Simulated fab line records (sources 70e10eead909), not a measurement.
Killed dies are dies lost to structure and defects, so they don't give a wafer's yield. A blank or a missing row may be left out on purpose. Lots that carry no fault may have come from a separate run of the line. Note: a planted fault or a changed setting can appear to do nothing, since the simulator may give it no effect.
Chamber matching + flow nand-harc + NHARC_A_STAIRCASE_DESCUM_186 on rie-diel-06 has 4 sister chambers
The step chemistry O2, time 3 s. 14 wafers are shown with their chamber, then 7 later ones without.

WAFERS PAIRED WITH THEIR CHAMBERS
| wafer  | chamber | showerhead-plenum-p-Torr (Torr) | drypump-motor-current-A (A) | rf-vpp-V (V) |
|--------|---------|---------------------------------|-----------------------------|--------------|
| L075.1 | 0       | 1.90                            | 6.0                         | 57.6         |
| L075.2 | 1       | 2.07                            | 6.4                         | 58.8         |
| L075.4 | 2       | 1.96                            | 6.4                         | 56.6         |
| L078.1 | 2       | 1.95                            | 6.5                         | 57.2         |
| L078.4 | 1       | 2.07                            | 6.4                         | 58.6         |
| L078.5 | 2       | 1.95                            | 6.5                         | 57.3         |
| L079.4 | 2       | 1.95                            | 6.4                         | 57.8         |
| L079.5 | 0       | 1.90                            | 6.0                         | 57.8         |
| L079.6 | 1       | 2.07                            | 6.3                         | 58.2         |
| L085.2 | 1       | 2.06                            | 6.4                         | 57.6         |
| L085.3 | 0       | 1.89                            | 6.0                         | 57.1         |
| L085.4 | 2       | 1.95                            | 6.5                         | 57.6         |
| L088.2 | 3       | 2.02                            | 6.5                         | 60.0         |
| L088.3 | 1       | 2.06                            | 6.4                         | 58.4         |

SIGNATURES (averages over the wafers above)
| reading                  | chamber 0 | chamber 1 | chamber 2 | chamber 3 | scatter within a chamber |
|--------------------------|-----------|-----------|-----------|-----------|--------------------------|
| showerhead-plenum-p-Torr | 1.8967    | 2.0660    | 1.9520    | 2.0200    | 0.00516                  |
| drypump-motor-current-A  | 6.000     | 6.380     | 6.460     | 6.500     | 0.0447                   |
| rf-vpp-V                 | 57.500    | 58.320    | 57.300    | 60.000    | 0.441                    |
Rule: distance of a wafer from a chamber = root of the sum over the readings of ((wafer's reading minus chamber's mean) / reading's scatter) squared. The wafer belongs to the nearest chamber; if the next one is less than 2 further off, it can't be placed. How the scatter is found: for the shown wafers, subtract from each reading the mean of its chamber, square and add these, divide the total by (wafers less chambers), then take the root.

WAFERS WITH NO CHAMBER GIVEN
| wafer  | showerhead-plenum-p-Torr (Torr) | drypump-motor-current-A (A) | rf-vpp-V (V) |
|--------|---------------------------------|-----------------------------|--------------|
| L088.6 | 2.06                            | 6.4                         | 56.6         |
| L091.1 | 1.94                            | 6.5                         | 57.5         |
| L091.3 | 2.05                            | 6.4                         | 58.2         |
| L091.4 | 1.88                            | 6.0                         | 56.9         |
| L097.1 | 2.01                            | 6.5                         | 57.7         |
| L097.4 | 1.94                            | 6.5                         | 58.3         |
| L097.5 | 1.88                            | 6.0                         | 58.5         |

WHICH CHAMBER EACH WENT THROUGH
| wafer  | from the rows above | in truth |
|--------|---------------------|----------|
| L088.6 | 1                   | 1        |
| L091.1 | 2                   | 2        |
| L091.3 | 1                   | 1        |
| L091.4 | 0                   | 0        |
| L097.1 | 3                   | 3        |
| L097.4 | 2                   | 2        |
| L097.5 | 0                   | 0        |
7 of 7 placed correctly. Can't be placed from these rows: 0. Placed wrongly: 0.
